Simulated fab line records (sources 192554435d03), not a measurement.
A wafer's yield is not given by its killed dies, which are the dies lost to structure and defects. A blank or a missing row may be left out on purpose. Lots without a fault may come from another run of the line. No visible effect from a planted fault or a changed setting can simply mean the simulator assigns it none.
Which tool was responsible?	flow n5-finfet	23 lots with 69 wafers sampled at 6 steps, on a route of 1938 steps

## WHAT THE GAUGES READ, wafer by wafer
The record holds no reading of a measuring or inspecting step that can be judged against a usual standard deviation.

## WHICH TOOL RAN EACH LOT (tool, then ch and the chambers of the sampled wafers, then the start)
lot	N5_HKMG_FIN_CMP_94	N5_GATE_CUT_PECVD_57	N5_GATE_CUT_STRIP_21	N5_MOL_CONTACT_COAG_ETCH_105	N5_MOL_CONTACT_COAG_STRIP_98	N5_MOL_CONTACT_COAG_SPUTTER_143
L074	cmp-01 ch 0,2,3, day 4 06:15	pecvd-03 ch 1,2, day 4 09:17	plasma-asher-02 ch 0,1, day 4 11:03	rie-diel-04 ch 1,2,3, day 4 14:41	rie-diel-04 ch 1,2,3, day 4 14:57	pvd-sputter-01, day 4 18:07
L075	cmp-01 ch 2,3, day 4 13:15	pecvd-03 ch 1,2, day 4 18:11	plasma-asher-02 ch 0,1, day 4 19:46	rie-diel-04 ch 0,1, day 4 23:03	rie-diel-04 ch 0,1, day 4 23:19	pvd-sputter-01, day 5 01:30
L076	cmp-03 ch 0,1,3, day 4 20:00	pecvd-02 ch 0,2, day 4 23:22	plasma-asher-01 ch 0,1, day 5 01:07	rie-diel-04 ch 2,3, day 5 04:25	rie-diel-04 ch 2,3, day 5 04:41	pvd-sputter-02, day 5 06:09
L077	cmp-01 ch 1,2, day 5 01:25	pecvd-04 ch 0,1,2, day 5 04:55	plasma-asher-01 ch 0,1, day 5 06:36	rie-diel-02 ch 0,1,3, day 5 09:46	rie-diel-02 ch 0,1,3, day 5 10:02	pvd-sputter-03, day 5 12:43
L079	cmp-03 ch 0,1,2, day 5 13:24	pecvd-02 ch 0,1,2, day 5 16:32	plasma-asher-01 ch 0,1, day 5 18:26	rie-diel-04 ch 1,3, day 5 22:25	rie-diel-04 ch 1,3, day 5 22:41	pvd-sputter-03, day 6 02:07
L080	cmp-01 ch 1,2,3, day 6 01:04	pecvd-02 ch 1,2, day 6 04:08	plasma-asher-02 ch 0,1, day 6 05:49	rie-diel-04 ch 2,3, day 6 09:06	rie-diel-04 ch 2,3, day 6 09:23	pvd-sputter-03, day 6 12:05
L081	cmp-04 ch 2,3, day 6 01:36	pecvd-02 ch 1,2, day 6 05:10	plasma-asher-02 ch 0,1, day 6 06:52	rie-diel-04 ch 1,3, day 6 10:23	rie-diel-04 ch 1,3, day 6 10:40	pvd-sputter-01, day 6 13:06
L082	cmp-01 ch 0,1, day 6 09:50	pecvd-03 ch 0,2, day 6 12:54	plasma-asher-01 ch 0,1, day 6 14:29	rie-diel-04 ch 2,3, day 6 17:43	rie-diel-04 ch 2,3, day 6 17:59	pvd-sputter-02, day 6 20:14
L083	cmp-01 ch 0,1,2, day 6 11:20	pecvd-02 ch 0,1,2, day 6 14:58	plasma-asher-01 ch 0,1, day 6 16:58	rie-diel-02 ch 0,1,2, day 6 20:35	rie-diel-02 ch 0,1,2, day 6 20:52	pvd-sputter-03, day 7 00:25
L084	cmp-01 ch 0,1, day 6 17:11	pecvd-02 ch 1,2, day 6 20:34	plasma-asher-02 ch 0,1, day 6 22:07	rie-diel-02 ch 0,1, day 7 01:16	rie-diel-02 ch 0,1, day 7 01:33	pvd-sputter-02, day 7 06:28
L085	cmp-03 ch 1,3, day 7 00:53	pecvd-02 ch 0,2, day 7 03:58	plasma-asher-01 ch 0,1, day 7 05:31	rie-diel-02 ch 1,2,3, day 7 09:16	rie-diel-02 ch 1,2,3, day 7 09:32	pvd-sputter-03, day 7 12:08
L086	cmp-03 ch 2,3, day 7 08:28	pecvd-03 ch 0,1, day 7 11:57	plasma-asher-01 ch 0,1, day 7 13:38	rie-diel-02 ch 0,2,3, day 7 16:54	rie-diel-02 ch 0,2,3, day 7 17:10	pvd-sputter-02, day 7 19:58
L087	cmp-03 ch 0,1, day 7 13:39	pecvd-03 ch 0,1,2, day 7 16:52	plasma-asher-02 ch 0,1, day 7 18:37	rie-diel-02 ch 0,3, day 8 04:33	rie-diel-02 ch 0,3, day 8 04:49	pvd-sputter-02, day 8 07:28
L088	cmp-03 ch 0,2,3, day 7 19:08	pecvd-03 ch 0,2, day 7 22:25	plasma-asher-02 ch 0,1, day 8 00:41	rie-diel-04 ch 0,3, day 8 04:55	rie-diel-04 ch 0,3, day 8 05:12	pvd-sputter-02, day 8 07:38
L089	cmp-01 ch 0,1,2, day 8 01:08	pecvd-03 ch 0,1, day 8 04:30	plasma-asher-02 ch 0,1, day 8 06:05	rie-diel-01 ch 0,2,3, day 8 09:14	rie-diel-01 ch 0,2,3, day 8 09:31	pvd-sputter-01, day 8 12:25
L090	cmp-03 ch 0,2,3, day 8 06:52	pecvd-02 ch 0,2, day 8 10:05	plasma-asher-01 ch 0,1, day 8 11:38	rie-diel-04 ch 0,3, day 8 14:52	rie-diel-04 ch 0,3, day 8 15:08	pvd-sputter-01, day 8 19:26
L091	cmp-03 ch 1,2, day 8 11:21	pecvd-02 ch 0,1,2, day 8 14:25	plasma-asher-01 ch 0,1, day 8 15:59	rie-diel-04 ch 0,2,3, day 8 19:41	rie-diel-04 ch 0,2,3, day 8 19:58	pvd-sputter-01, day 8 22:44
L092	cmp-04 ch 1,2, day 8 19:37	pecvd-04 ch 0,2, day 8 22:44	plasma-asher-01 ch 0,1, day 9 00:21	rie-diel-04 ch 0,2,3, day 9 03:59	rie-diel-04 ch 0,2,3, day 9 04:16	pvd-sputter-01, day 9 08:27
L093	cmp-01 ch 0,1,3, day 9 00:00	pecvd-02 ch 1,2, day 9 03:27	plasma-asher-01 ch 0, day 9 05:00	rie-diel-01 ch 0,2,3, day 9 08:17	rie-diel-01 ch 0,2,3, day 9 08:34	pvd-sputter-02, day 9 10:43
L094	cmp-03 ch 0,1,2, day 9 07:00	pecvd-02 ch 0,1, day 9 09:59	plasma-asher-02 ch 0,1, day 9 11:39	rie-diel-04 ch 0,2,3, day 9 14:49	rie-diel-04 ch 0,2,3, day 9 15:05	pvd-sputter-01, day 9 16:38
L095	cmp-03 ch 0,3, day 9 12:35	pecvd-02 ch 0,2, day 9 15:39	plasma-asher-02 ch 0,1, day 9 17:12	rie-diel-01 ch 0,1,2, day 9 20:34	rie-diel-01 ch 0,1,2, day 9 20:50	pvd-sputter-02, day 9 23:19
L096	cmp-04 ch 0,3, day 9 23:04	pecvd-02 ch 1,2, day 10 02:08	plasma-asher-01 ch 0,1, day 10 03:41	rie-diel-04 ch 0,2,3, day 10 09:56	rie-diel-04 ch 0,2,3, day 10 10:13	pvd-sputter-01, day 10 12:28
L097	cmp-01 ch 0,1,3, day 10 02:03	pecvd-02 ch 0,1,2, day 10 05:18	plasma-asher-01 ch 0,1, day 10 06:59	rie-diel-02 ch 0,1,2, day 10 11:02	rie-diel-02 ch 0,1,2, day 10 11:19	pvd-sputter-02, day 10 12:49
- N5_HKMG_FIN_CMP_94: polishes, stops on SiNx, t overpolish 4.7 s, target thk 43.299 nm.
- N5_GATE_CUT_PECVD_57: deposits SiNx from SiH4/NH3/N2, target thk 21 nm.
- N5_GATE_CUT_STRIP_21: strips in N2/H2, time 30 s.
- N5_MOL_CONTACT_COAG_ETCH_105: etches SiARC in CF4, target depth 15.6 nm, time 26 s.
- N5_MOL_CONTACT_COAG_STRIP_98: strips in N2/H2.
- N5_MOL_CONTACT_COAG_SPUTTER_143: material Co, target thk 2.5 nm.

## AS READ BY THE TOOLS THEMSELVES (means over the sampled wafers that have a number; for cases with no such wafer, the mark the record gives instead)
N5_HKMG_FIN_CMP_94. Usual: motor-current-A 12.3 A, standard deviation 1.1; slurry-flow-ml-min 150.0, standard deviation 0.49.
lot	tool	motor-current-A (A)	slurry-flow-ml-min	flag
L074	cmp-01	12.9	150.5	
L075	cmp-01	12.5	149.9	
L076	cmp-03	11.9	149.9	
L077	cmp-01	12.3	149.8	
L079	cmp-03	11.6	150.1	
L080	cmp-01	12.3	149.7	
L081	cmp-04	12.9	149.8	
L082	cmp-01	13.2	149.8	
L083	cmp-01	12.7	150.0	
L084	cmp-01	13.4	150.6	
L085	cmp-03	11.9	150.6	
L086	cmp-03	11.7	149.8	
L087	cmp-03	11.8	150.0	
L088	cmp-03	11.7	149.9	
L089	cmp-01	13.2	150.2	
L090	cmp-03	11.4	150.1	
L091	cmp-03	11.1	149.4	
L092	cmp-04	11.8	150.0	
L093	cmp-01	13.2	149.7	
L094	cmp-03	11.6	149.8	
L095	cmp-03	12.2	149.9	
L096	cmp-04	13.4	150.3	
L097	cmp-01	13.2	149.5	

N5_GATE_CUT_PECVD_57. Usual: heater-power-w 772 W, standard deviation 110; showerhead-plenum-p-Torr 5.15 Torr, standard deviation 0.046; susceptor-temp-C 399.97 C, standard deviation 0.22; throttle-valve-pct 39.9 %, standard deviation 1.8.
lot	tool	heater-power-w (W)	showerhead-plenum-p-Torr (Torr)	susceptor-temp-C (C)	throttle-valve-pct (%)	flag
L074	pecvd-03	732	5.16	400.06	42.0	
L075	pecvd-03	872	5.18	400.01	41.3	
L076	pecvd-02	852	5.15	400.01	38.1	
L077	pecvd-04	794	5.18	399.92	41.3	
L079	pecvd-02	741	5.13	399.80	38.9	
L080	pecvd-02	712	5.13	399.70	38.6	
L081	pecvd-02	779	5.12	400.03	38.8	
L082	pecvd-03	755	5.16	400.02	40.3	
L083	pecvd-02	752	5.13	399.98	39.0	
L084	pecvd-02	745	5.13	399.92	38.8	
L085	pecvd-02	844	5.15	400.06	38.1	
L086	pecvd-03	893	5.18	400.01	40.4	
L087	pecvd-03	807	5.17	399.84	40.7	
L088	pecvd-03	834	5.17	400.09	40.4	
L089	pecvd-03	942	5.18	399.85	40.3	
L090	pecvd-02	854	5.16	400.08	38.1	
L091	pecvd-02	774	5.14	400.24	38.8	
L092	pecvd-04	784	5.26	400.06	40.2	
L093	pecvd-02	738	5.11	399.90	39.8	
L094	pecvd-02	694	5.12	399.97	40.1	
L095	pecvd-02	789	5.15	399.66	38.0	
L096	pecvd-02	720	5.13	399.97	39.0	
L097	pecvd-02	763	5.14	400.15	39.1	

N5_GATE_CUT_STRIP_21. Usual: drypump-motor-current-A 5.7 A, standard deviation 0.33; heater-power-w 316 W, standard deviation 40.
lot	tool	drypump-motor-current-A (A)	heater-power-w (W)	flag
L074	plasma-asher-02	6.0	322	
L075	plasma-asher-02	6.0	323	
L076	plasma-asher-01	5.5	290	
L077	plasma-asher-01	5.5	293	
L079	plasma-asher-01	5.4	331	
L080	plasma-asher-02	6.0	328	
L081	plasma-asher-02	6.0	325	
L082	plasma-asher-01	5.5	292	
L083	plasma-asher-01	5.5	294	
L084	plasma-asher-02	5.9	317	
L085	plasma-asher-01	5.5	297	
L086	plasma-asher-01	5.5	289	
L087	plasma-asher-02	6.0	324	
L088	plasma-asher-02	6.0	326	
L089	plasma-asher-02	6.0	319	
L090	plasma-asher-01	5.5	293	
L091	plasma-asher-01	5.5	298	
L092	plasma-asher-01	5.3	333	
L093	plasma-asher-01	5.2	360	
L094	plasma-asher-02	5.9	318	
L095	plasma-asher-02	6.0	328	
L096	plasma-asher-01	5.5	294	
L097	plasma-asher-01	5.3	331	

N5_MOL_CONTACT_COAG_ETCH_105. Usual: cf4-flow-sccm 100.03 sccm (standard deviation 0.3); drypump-motor-current-A 5.7 A (standard deviation 0.35); etch-rf-on-time-s 26.0 s (standard deviation 0.49); oes-product-au 0.67 a.u. (standard deviation 0.066); rf-vpp-V 184.0 V (standard deviation 1.2); showerhead-plenum-p-Torr 2.14 Torr (standard deviation 0.071); throttle-valve-pct 15.56 % (standard deviation 0.18).
lot	tool	cf4-flow-sccm (sccm)	drypump-motor-current-A (A)	etch-rf-on-time-s (s)	oes-product-au (a.u.)	rf-vpp-V (V)	showerhead-plenum-p-Torr (Torr)	throttle-valve-pct (%)	flag
L074	rie-diel-04	99.77	6.0	26.2	0.68	184.9	2.16	15.53	
L075	rie-diel-04	100.11	6.0	26.5	0.60	183.9	2.08	15.74	
L076	rie-diel-04	99.86	5.8	25.5	0.70	183.9	2.14	15.44	
L077	rie-diel-02	99.95	5.5	25.8	0.65	184.6	2.15	15.50	
L079	rie-diel-04	100.28	6.0	26.2	0.65	183.6	2.17	15.59	
L080	rie-diel-04	100.16	5.7	26.1	0.71	182.9	2.12	15.44	
L081	rie-diel-04	99.74	6.2	26.4	0.62	184.7	2.18	15.71	
L082	rie-diel-04	99.92	5.8	25.8	0.71	184.6	2.12	15.44	
L083	rie-diel-02	100.16	5.6	26.0	0.64	183.4	2.09	15.64	
L084	rie-diel-02	99.80	5.4	25.5	0.65	183.2	2.12	15.53	
L085	rie-diel-02	99.91	5.7	26.1	0.63	184.3	2.11	15.66	
L086	rie-diel-02	100.18	5.6	26.0	0.61	184.4	2.13	15.69	
L087	rie-diel-02	100.12	5.4	25.7	0.62	184.4	2.17	15.57	
L088	rie-diel-04	99.95	5.8	25.5	0.70	184.6	2.19	15.45	
L089	rie-diel-01	100.23	5.4	26.1	0.70	185.4	2.22	15.48	
L090	rie-diel-04	100.07	5.7	26.0	0.74	184.9	2.23	15.38	
L091	rie-diel-04	100.19	5.8	25.7	0.72	184.1	2.17	15.43	
L092	rie-diel-04	100.23	5.7	25.8	0.71	183.8	2.17	15.44	
L093	rie-diel-01	99.93	5.4	26.3	0.68	185.4	2.21	15.51	
L094	rie-diel-04	100.25	5.8	26.1	0.70	183.9	2.17	15.46	
L095	rie-diel-01	99.98	5.5	26.3	0.72	184.5	2.17	15.53	
L096	rie-diel-04	100.02	5.8	26.0	0.70	183.9	2.16	15.46	
L097	rie-diel-02	100.14	5.6	25.8	0.62	183.2	2.08	15.70	

N5_MOL_CONTACT_COAG_STRIP_98. Usual: drypump-motor-current-A 5.7 A, standard deviation 0.35; oes-product-au 0.78 a.u., standard deviation 0.078; rf-vpp-V 54.3 V, standard deviation 1.6; showerhead-plenum-p-Torr 3.36 Torr, standard deviation 0.12; throttle-valve-pct 19.0 %, standard deviation 0.42.
lot	tool	drypump-motor-current-A (A)	oes-product-au (a.u.)	rf-vpp-V (V)	showerhead-plenum-p-Torr (Torr)	throttle-valve-pct (%)	flag
L074	rie-diel-04	6.0	0.81	54.2	3.38	18.8	
L075	rie-diel-04	6.0	0.70	53.0	3.28	19.2	
L076	rie-diel-04	5.8	0.80	54.7	3.35	19.1	
L077	rie-diel-02	5.6	0.75	53.8	3.36	18.9	
L079	rie-diel-04	6.0	0.76	54.4	3.40	19.3	
L080	rie-diel-04	5.8	0.83	54.0	3.31	18.7	
L081	rie-diel-04	6.2	0.73	54.1	3.43	19.1	
L082	rie-diel-04	5.8	0.83	54.2	3.31	18.7	
L083	rie-diel-02	5.6	0.75	53.6	3.26	19.0	
L084	rie-diel-02	5.4	0.75	53.5	3.30	18.9	
L085	rie-diel-02	5.8	0.72	52.9	3.30	19.2	
L086	rie-diel-02	5.6	0.71	53.3	3.33	19.2	
L087	rie-diel-02	5.4	0.72	54.0	3.38	19.0	
L088	rie-diel-04	5.8	0.82	53.4	3.44	19.4	
L089	rie-diel-01	5.4	0.83	55.0	3.48	19.0	
L090	rie-diel-04	5.7	0.87	53.1	3.51	19.2	
L091	rie-diel-04	5.8	0.84	55.4	3.40	19.0	
L092	rie-diel-04	5.8	0.84	54.9	3.40	19.0	
L093	rie-diel-01	5.4	0.81	52.5	3.48	19.0	
L094	rie-diel-04	5.8	0.82	55.9	3.40	19.0	
L095	rie-diel-01	5.5	0.86	54.2	3.39	19.0	
L096	rie-diel-04	5.8	0.80	55.3	3.39	19.0	
L097	rie-diel-02	5.6	0.72	55.7	3.24	19.1	

N5_MOL_CONTACT_COAG_SPUTTER_143. Usual: susceptor-temp-C 24.99 C, standard deviation 0.1; throttle-valve-pct 30.1 %, standard deviation 1.1.
lot	tool	susceptor-temp-C (C)	throttle-valve-pct (%)	flag
L074	pvd-sputter-01	25.01	30.7	
L075	pvd-sputter-01	24.99	30.5	
L076	pvd-sputter-02	25.05	29.6	
L077	pvd-sputter-03	24.96	30.4	
L079	pvd-sputter-03	24.99	29.8	
L080	pvd-sputter-03	25.11	29.9	
L081	pvd-sputter-01	24.98	31.3	
L082	pvd-sputter-02	25.06	29.2	
L083	pvd-sputter-03	24.97	30.4	
L084	pvd-sputter-02	25.02	28.6	
L085	pvd-sputter-03	24.98	30.8	
L086	pvd-sputter-02	24.99	28.6	
L087	pvd-sputter-02	24.99	29.5	
L088	pvd-sputter-02	25.10	29.7	
L089	pvd-sputter-01	25.00	30.7	
L090	pvd-sputter-01	24.93	31.4	
L091	pvd-sputter-01	24.96	30.6	
L092	pvd-sputter-01	24.93	30.6	
L093	pvd-sputter-02	25.13	29.4	
L094	pvd-sputter-01	24.98	31.3	
L095	pvd-sputter-02	24.98	29.5	
L096	pvd-sputter-01	24.91	30.8	
L097	pvd-sputter-02	25.04	29.2	

## THE ANSWER, worked out from the rows above alone
Rule: take the mean of a lot's wafers that have a number; if it is more than 3 standard deviations from the usual mean, the lot is off. Also off: a lot with no number at a reading for which 4 or more lots have one. The other lots that the step has rows for count as sound. Order of review: gauges by route order, followed by the tools' own readings, for which a lot's mean as printed above is used. The first step at which some lot is off is used, and at that step the reading that is off furthest; a lot without a number counts as furthest.
No lot is off at any reading shown: from this, nothing can be told.

## WHAT HAD BEEN PUT IN BY THE SIMULATOR
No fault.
